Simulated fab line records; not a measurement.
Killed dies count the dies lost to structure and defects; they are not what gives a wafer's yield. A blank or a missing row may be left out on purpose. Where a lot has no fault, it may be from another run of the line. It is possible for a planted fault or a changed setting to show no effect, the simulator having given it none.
fab line records	flow n5_finfet
record: lots: 14	wafers: 42	last_day: 17
route steps=1938 shown BEOL_M7@1278
lots that met no fault: from a run of the same line without faults
start_h: hours from the record's opening day to when the first of the lot's shown wafers began	wait_h: hours since the lot's step before	" identical to the entry in the row above	L1.1+2: a row that stands for several wafers	- either no value or no given start	* or withheld: withheld	< > ~ a bound
route shown NAME@n: names a module that has steps shown in the file, with the first one's number in the route	usual: mean/standard deviation of fault-free wafers	same: alike in all rows	chamber/n: place in a boat	sites: per-site readings	_std_site: the standard deviation of these	_edge_site: inner sites' mean taken away from outer sites' mean	radius_mm: how far each site lies from the wafer's centre	mask NAME#n: copy n	behind: the most recent tool/chamber to have shaped the wafer	hold: why the lot was held/for how many hours/how that ended	device: the transistor (n, p or np) that didn't switch	end of line: the route-end tests of the same wafers	step lacking rows: just its recipe	killed: count of dies lost to structure and defects at first sort (not the wafer's yield)	map: the dies of a wafer, with x for killed, . for not killed, _ for no die there
set.NAME: the setting the step ran with; set.NAME@STEP: the setting that earlier step ran with	model.NAME: the simulator's own value behind a step, which no gauge read
route steps across a sampled set of lots; one table per step, one row per wafer
services: from which hour (start_h, from the record's first day; less than 0 if before it) a tool's chamber was out of use, for how many hours, and why
== steps ==
step: N5_BEOL_M7_INSPECT_13
recipe: mode: adi	inspect_instrument: brightfield
usual: raw_defect_count: 404/83
lot.wafer	tool	chamber	start_h	wait_h	raw_defect_count
L928.2	defect_inspect-02	-	200.39	0.0	587
L928.5	"	-	"	"	407
L928.6	"	-	"	"	398
L930.3	defect_inspect-02	-	200.71	0.0	390
L930.5	"	-	"	"	478
L930.6	"	-	"	"	322
L927.1	defect_inspect-02	-	201.37	0.0	483
L927.2	"	-	"	"	498
L927.3	"	-	"	"	444
L929.3	defect_inspect-01	-	202.13	0.0	362
L929.4	"	-	"	"	466
L929.5	"	-	"	"	443
L933.2	defect_inspect-01	-	227.24	0.0	299
L933.4	"	-	"	"	336
L933.6	"	-	"	"	288
L932.1	defect_inspect-01	-	227.57	0.0	279
L932.3	"	-	"	"	476
L932.4	"	-	"	"	281
L934.2	defect_inspect-02	-	235.97	0.0	320
L934.5	"	-	"	"	366
L934.6	"	-	"	"	486
L935.1	defect_inspect-02	-	245.62	0.0	378
L935.4	"	-	"	"	503
L935.5	"	-	"	"	350
L939.1	defect_inspect-01	-	260.33	0.0	642
L939.2	"	-	"	"	438
L939.4	"	-	"	"	505
L940.1	defect_inspect-01	-	279.69	0.0	456
L940.3	"	-	"	"	467
L940.6	"	-	"	"	457
L941.1	defect_inspect-02	-	286.09	0.0	377
L941.2	"	-	"	"	469
L941.4	"	-	"	"	313
L948.3	defect_inspect-02	-	320.82	0.0	350
L948.4	"	-	"	"	517
L948.5	"	-	"	"	356
L949.3	defect_inspect-02	-	330.87	0.1	439
L949.5	"	-	"	"	437
L949.6	"	-	"	"	561
L950.1	defect_inspect-02	-	341.24	0.0	443
L950.3	"	-	"	"	522
L950.5	"	-	"	"	379
step: N5_BEOL_M7_HM_OPEN_17
recipe: chemistry: Cl2/BCl3	target_depth_a: 200	overetch_a: 60	target: TiN	mask_material: SOC	ion_energy_ev: 150	pressure_mtorr: 10	icp_w: 1000	bias_w: 126	Cl2_flow_sccm: 53.25	bcl3_flow_sccm: 21.75	Ar_flow_sccm: 25
usual: chamber_pressure_mTorr: 9.999/0.0097	drypump_motor_current_A: 5.9/0.4	oes_product_au: 0.63/0.054	throttle_valve_pct: 22.37/0.1
lot.wafer	tool	chamber	start_h	wait_h	chamber_pressure_mTorr	drypump_motor_current_A	oes_product_au	rf_hours_counter_h	throttle_valve_pct
L928.2	rie_metal-01	1	200.70	0.0	10.001	6.2	0.68	34	22.43
L928.5	"	1	"	"	10.008	6.2	0.68	-	22.43
L928.6	"	0	"	"	10.011	5.5	0.63	-	22.43
L930.3	rie_metal-03	0	201.05	0.1	10.009	6.4	0.57	-	22.35
L930.5	"	1	"	"	10.018	6.0	0.64	-	22.45
L930.6	"	0	"	"	10.005	6.4	0.57	-	22.33
L927.1	rie_metal-02	0	201.68	0.0	10.012	5.2	0.65	40	22.12
L927.2	"	1	"	"	10.001	5.8	0.76	9	22.23
L927.3	"	0	"	"	9.998	5.2	0.65	-	22.11
L929.3	rie_metal-03	1	202.84	0.1	10.003	6.0	0.66	-	22.43
L929.4	"	0	"	"	10.004	6.4	0.56	-	22.33
L929.5	"	0	"	"	10.013	6.4	0.56	-	22.36
L933.2	rie_metal-02	0	227.77	0.0	9.992	5.2	0.64	41	22.14
L933.4	"	0	"	"	9.975	5.2	0.64	-	22.14
L933.6	"	1	"	"	10.001	5.8	0.74	-	22.25
L932.1	rie_metal-03	1	228.14	0.0	9.998	6.0	0.65	49	22.45
L932.3	"	0	"	"	9.999	6.4	0.56	-	22.34
L932.4	"	1	"	"	10.000	6.1	0.64	-	22.46
L934.2	rie_metal-03	0	236.31	0.1	9.992	6.4	0.55	-	22.34
L934.5	"	0	"	"	9.983	6.4	0.55	-	22.35
L934.6	"	0	"	"	9.995	6.4	0.55	-	22.35
L935.1	rie_metal-01	1	245.93	0.0	9.992	6.2	0.68	37	22.41
L935.4	"	0	"	"	9.993	5.5	0.62	-	22.43
L935.5	"	1	"	"	10.012	6.2	0.68	-	22.44
L939.1	rie_metal-03	1	260.80	0.0	9.994	6.1	0.65	52	22.43
L939.2	"	0	"	"	9.992	6.4	0.55	106	22.34
L939.4	"	1	"	"	9.994	6.0	0.65	-	22.44
L940.1	rie_metal-03	0	280.00	0.0	10.007	6.4	0.55	108	22.37
L940.3	"	0	"	"	10.003	6.4	0.55	-	22.37
L940.6	"	0	"	"	9.990	6.4	0.55	-	22.35
L941.1	rie_metal-03	1	286.50	0.0	9.996	6.0	0.64	55	22.45
L941.2	"	0	"	"	9.984	6.5	0.55	109	22.36
L941.4	"	0	"	"	10.021	6.4	0.55	-	22.35
L948.3	rie_metal-02	1	321.23	0.1	10.012	5.8	0.74	-	22.25
L948.4	"	0	"	"	9.990	5.2	0.64	-	22.13
L948.5	"	0	"	"	10.010	5.2	0.63	-	22.12
L949.3	rie_metal-03	1	331.24	0.1	9.994	6.0	0.64	-	22.47
L949.5	"	1	"	"	10.006	6.0	0.63	-	22.45
L949.6	"	1	"	"	10.002	6.0	0.63	-	22.47
L950.1	rie_metal-01	0	342.18	0.0	10.000	5.5	0.61	67	22.46
L950.3	"	1	"	"	10.000	6.2	0.65	-	22.45
L950.5	"	1	"	"	9.998	6.2	0.66	-	22.45
step: N5_BEOL_M7_PEB_26
recipe: peb_temp_c: 100	peb_time_s: 60	resist: CAR-EUV
usual: chill_plate_temp_C: 22.99/0.13	exhaust_pa: 44.9/0.86
lot.wafer	tool	chamber	start_h	wait_h	chill_plate_temp_C	exhaust_pa
L928.2	litho_track-04	0	201.31	0.1	23.02	44.0
L928.5	"	0	"	"	22.76	44.2
L928.6	"	0	"	"	22.89	44.0
L930.3	litho_track-01	0	201.47	0.0	22.91	45.2
L930.5	"	0	"	"	22.91	44.9
L930.6	"	0	"	"	22.96	43.4
L927.1	litho_track-02	0	202.14	0.1	22.91	44.5
L927.2	"	0	"	"	22.98	45.2
L927.3	"	0	"	"	22.98	44.8
L929.3	litho_track-01	0	204.37	0.0	22.83	45.0
L929.4	"	0	"	"	22.97	44.6
L929.5	"	0	"	"	22.74	45.4
L933.2	litho_track-01	0	230.09	0.1	22.91	44.6
L933.4	"	0	"	"	22.98	44.9
L933.6	"	0	"	"	22.95	44.0
L932.1	litho_track-04	0	230.26	0.1	22.98	46.9
L932.3	"	0	"	"	22.95	46.3
L932.4	"	0	"	"	23.00	46.5
L934.2	litho_track-02	0	236.86	0.1	22.90	44.0
L934.5	"	0	"	"	22.89	44.3
L934.6	"	0	"	"	22.93	44.3
L935.1	litho_track-01	0	247.17	0.1	23.01	45.8
L935.4	"	0	"	"	23.00	44.6
L935.5	"	0	"	"	23.01	44.3
L939.1	litho_track-02	0	262.22	0.1	23.38	47.6
L939.2	"	0	"	"	23.14	45.6
L939.4	"	0	"	"	23.15	44.8
L940.1	litho_track-04	-	280.58	0.1	-	-
L940.3	"	-	"	"	-	-
L940.6	"	-	"	"	-	-
L941.1	litho_track-01	-	290.34	0.1	-	-
L941.2	"	-	"	"	-	-
L941.4	"	-	"	"	-	-
L948.3	litho_track-04	0	323.81	0.0	23.14	44.7
L948.4	"	0	"	"	23.17	43.9
L948.5	"	0	"	"	22.93	43.0
L949.3	litho_track-02	0	332.99	0.0	22.95	43.6
L949.5	"	0	"	"	22.88	44.4
L949.6	"	0	"	"	23.10	45.4
L950.1	litho_track-01	0	343.26	0.1	23.07	46.2
L950.3	"	0	"	"	22.87	44.4
L950.5	"	0	"	"	22.92	45.1
step: N5_BEOL_M7_ETCH_65
recipe: chemistry: CF4	target: SiARC	target_depth_a: 156	mask_material: CAR-EUV	time_s: 26	ion_energy_ev: 80	pressure_mtorr: 40	source_w: 545	bias_w: 36	Ar_flow_sccm: 100	cf4_flow_sccm: 100	ends: cleared
usual: chamber_pressure_mTorr: 40.01/0.036	drypump_motor_current_A: 5.9/0.39	etch_rf_on_time_s: 25.8/0.67	oes_product_au: 0.65/0.078	rf_vpp_V: 183.8/1.2	showerhead_plenum_p_Torr: 2.12/0.077	throttle_valve_pct: 15.72/0.24
lot.wafer	tool	chamber	start_h	wait_h	chamber_pressure_mTorr	drypump_motor_current_A	etch_rf_on_time_s	oes_product_au	rf_hours_counter_h	rf_vpp_V	showerhead_plenum_p_Torr	throttle_valve_pct
L928.2	rie_diel-05	2	201.62	0.0	39.94	6.2	25.9	0.59	234	181.6	2.03	15.49
L928.5	"	3	"	"	39.97	6.2	26.1	0.59	-	185.0	2.21	15.88
L928.6	"	2	"	"	40.03	6.2	26.1	0.59	-	183.4	2.03	15.51
L930.3	rie_diel-06	3	201.90	0.0	39.96	6.2	26.1	0.63	165	183.1	2.13	16.00
L930.5	"	3	"	"	39.92	6.2	26.3	0.64	-	183.1	2.13	15.99
L930.6	"	0	"	"	40.00	5.6	26.8	0.63	-	184.9	2.14	15.75
L927.1	rie_diel-06	3	202.89	0.0	40.00	6.2	26.0	0.63	166	183.3	2.13	16.02
L927.2	"	1	"	"	40.00	5.2	26.1	0.60	233	182.4	2.12	15.57
L927.3	"	0	"	"	40.08	5.7	26.3	0.63	164	184.1	2.14	15.75
L929.3	rie_diel-05	3	204.65	0.0	40.01	6.1	26.1	0.59	-	184.4	2.21	15.89
L929.4	"	2	"	"	39.98	6.2	25.5	0.59	-	183.0	2.03	15.50
L929.5	"	3	"	"	40.03	6.1	26.0	0.58	-	184.9	2.21	15.88
L933.2	rie_diel-06	3	230.33	0.0	40.04	6.2	25.9	0.63	175	184.6	2.13	16.03
L933.4	"	0	"	"	40.01	5.7	26.3	0.62	173	182.5	2.14	15.78
L933.6	"	0	"	"	39.98	5.6	26.1	0.63	-	183.2	2.14	15.77
L932.1	rie_diel-05	2	230.50	0.0	39.95	6.2	25.5	0.60	244	182.9	2.03	15.52
L932.3	"	0	"	"	39.99	6.4	25.4	0.81	8	186.1	2.28	15.73
L932.4	"	1	"	"	39.96	6.1	25.4	0.64	182	183.6	2.13	15.52
L934.2	rie_diel-05	1	237.10	0.0	39.94	6.0	25.5	0.63	184	184.4	2.13	15.53
L934.5	"	1	"	"	40.06	6.0	25.2	0.63	-	182.9	2.13	15.54
L934.6	"	2	"	"	40.08	6.2	25.6	0.59	-	182.8	2.03	15.52
L935.1	rie_diel-05	2	248.06	0.0	40.04	6.2	25.5	0.58	250	180.9	2.03	15.53
L935.4	"	2	"	"	39.97	6.2	25.3	0.59	-	182.7	2.03	15.52
L935.5	"	0	"	"	40.02	6.4	25.4	0.79	-	184.2	2.28	15.74
L939.1	rie_diel-05	3	262.47	0.0	40.01	6.2	26.3	0.57	238	185.8	2.20	15.91
L939.2	"	1	"	"	40.00	6.0	25.3	0.63	191	183.5	2.13	15.55
L939.4	"	0	"	"	40.00	6.4	25.8	0.77	-	186.0	2.27	15.74
L940.1	rie_diel-06	1	281.01	0.0	39.98	5.2	25.4	0.83	1	183.6	2.11	15.12
L940.3	"	3	"	"	40.01	6.2	26.5	0.61	193	182.6	2.12	16.06
L940.6	"	0	"	"	40.02	5.7	26.6	0.62	-	184.5	2.13	15.80
L941.1	rie_diel-06	2	290.58	0.0	40.00	5.6	25.0	0.66	168	182.2	1.97	15.78
L941.2	"	3	"	"	40.00	6.2	26.1	0.61	196	183.5	2.12	16.06
L941.4	"	1	"	"	40.03	5.2	25.0	0.81	4	183.9	2.11	15.14
L948.3	rie_diel-01	2	324.41	0.0	40.07	5.2	25.0	0.73	53	184.5	2.08	15.41
L948.4	"	0	"	"	39.96	6.2	26.2	0.58	-	181.6	2.02	15.81
L948.5	"	2	"	"	39.94	5.3	24.9	0.74	-	184.5	2.08	15.42
L949.3	rie_diel-01	3	333.23	0.0	39.99	5.6	25.0	0.59	241	185.1	2.20	15.94
L949.5	"	1	"	"	39.99	6.1	26.2	0.82	-	183.5	2.10	15.45
L949.6	"	3	"	"	39.96	5.6	25.1	0.59	-	185.0	2.20	15.94
L950.1	rie_diel-01	2	343.51	0.0	39.99	5.2	25.0	0.73	61	184.5	2.07	15.42
L950.3	"	3	"	"	40.01	5.6	25.0	0.59	246	184.8	2.20	15.94
L950.5	"	1	"	"	40.05	6.1	26.2	0.80	-	182.4	2.10	15.44
== services ==
tool	chamber	start_h	hours	kind
litho_track-01	-	184.10	-	consumable_replace:filter
rie_diel-06	0	190.33	6.5	repair
rie_diel-05	0	192.88	-	clean
rie_diel-05	0	192.88	-	consumable_replace:focus_ring
rie_diel-05	0	192.88	-	consumable_replace:showerhead
rie_diel-05	0	192.88	15.2	scheduled_down
rie_diel-05	0	192.88	15.2	vent_cycle
rie_diel-06	2	195.78	28.7	repair
rie_metal-03	-	196.00	0.4	repair
rie_diel-05	1	197.55	24.1	repair
rie_metal-02	-	203.10	2.8	pm
rie_metal-03	1	230.89	8.2	repair
rie_diel-05	1	244.64	5.5	repair
rie_diel-01	0	249.43	3.8	repair
rie_diel-05	2	250.16	-	clean
rie_diel-05	2	250.16	-	consumable_replace:focus_ring
rie_diel-05	2	250.16	-	consumable_replace:showerhead
rie_diel-05	2	250.16	21.8	scheduled_down
rie_diel-05	2	250.16	21.8	vent_cycle
rie_metal-03	-	256.46	0.2	repair
rie_diel-01	2	265.90	16.8	repair
rie_metal-03	0	328.34	-	clean
rie_metal-03	0	328.34	15.6	scheduled_down
rie_metal-03	0	328.34	15.6	vent_cycle
== key ==
first_sign: step: N5_BEOL_M7_PEB_26	reading: tool_record	direction: missing
effect none on later readings
met_at N5_BEOL_M7_PEB_26
struck_lots L940,L941
later_rows_left_out L940.1,L940.3,L940.6,L941.1,L941.2,L941.4
sort_left_out L940.1,L940.3,L940.6,L941.1,L941.2,L941.4
not_acting_at N5_BEOL_M7_INSPECT_13,N5_BEOL_M7_HM_OPEN_17,N5_BEOL_M7_ETCH_65
onset_between 247.17 280.58
fault: kind: skipped_step_whole	tool: litho_track-01,litho_track-04	chamber: -	onset_h: 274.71	steps: N5_BEOL_M7_PEB_26	scope: struck_lots_only
sort_left_out: the simulated sort isn't trusted on such a fault, so these wafers' sort isn't shown, and their yield isn't known
later_rows_left_out: the simulator's readings of these wafers behind a module that went badly wrong aren't trusted and aren't shown, but for the sort
